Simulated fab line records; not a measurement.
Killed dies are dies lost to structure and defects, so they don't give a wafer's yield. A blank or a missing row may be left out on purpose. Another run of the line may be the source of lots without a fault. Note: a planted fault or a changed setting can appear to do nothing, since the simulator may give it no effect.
Matching of chambers / flow nand-harc / NHARC_A_CHANNEL_HOLE_D1_ETCH_44 on rie-diel-11 has 4 sister chambers
The step etches the open film in CF4/O2, target depth 140 nm, overetch 14 nm, time 77 s. 4 wafers are shown with their chamber, then 7 later ones without.

## WAFERS WITH THEIR CHAMBER
wafer=L845.3; chamber=1; drypump-motor-current-A (A)=6.5
wafer=L846.3; chamber=3; drypump-motor-current-A (A)=6.2
wafer=L846.6; chamber=0; drypump-motor-current-A (A)=5.4
wafer=L848.1; chamber=2; drypump-motor-current-A (A)=4.8

## WAFERS WITH NO CHAMBER GIVEN
wafer=L848.4; drypump-motor-current-A (A)=6.2
wafer=L848.6; drypump-motor-current-A (A)=5.5
wafer=L853.3; drypump-motor-current-A (A)=6.5
wafer=L854.2; drypump-motor-current-A (A)=5.4
wafer=L854.3; drypump-motor-current-A (A)=4.8
wafer=L855.3; drypump-motor-current-A (A)=6.2
wafer=L855.4; drypump-motor-current-A (A)=5.5

## WHICH CHAMBER EACH WENT THROUGH
wafer=L848.4; from the rows above=3; in truth=3
wafer=L848.6; from the rows above=0; in truth=0
wafer=L853.3; from the rows above=1; in truth=1
wafer=L854.2; from the rows above=0; in truth=0
wafer=L854.3; from the rows above=2; in truth=2
wafer=L855.3; from the rows above=3; in truth=3
wafer=L855.4; from the rows above=0; in truth=0
Correctly placed: 7 of 7. Can't be placed from these rows: 0. Number placed wrongly: 0.
How it was worked out, from the rows above alone: a wafer's distance from a chamber is the root of the sum, over the readings, of the square of ((its reading less the chamber's mean) divided by the reading's scatter). If the next closest chamber is less than 2 further off than the closest, the wafer can't be placed; otherwise it belongs to the closest. Each chamber's mean is taken over the wafers shown for it. The scatter (one wafer shown for each chamber): square how far every hidden wafer sits from the nearest shown wafer, average those squares and take the square root.
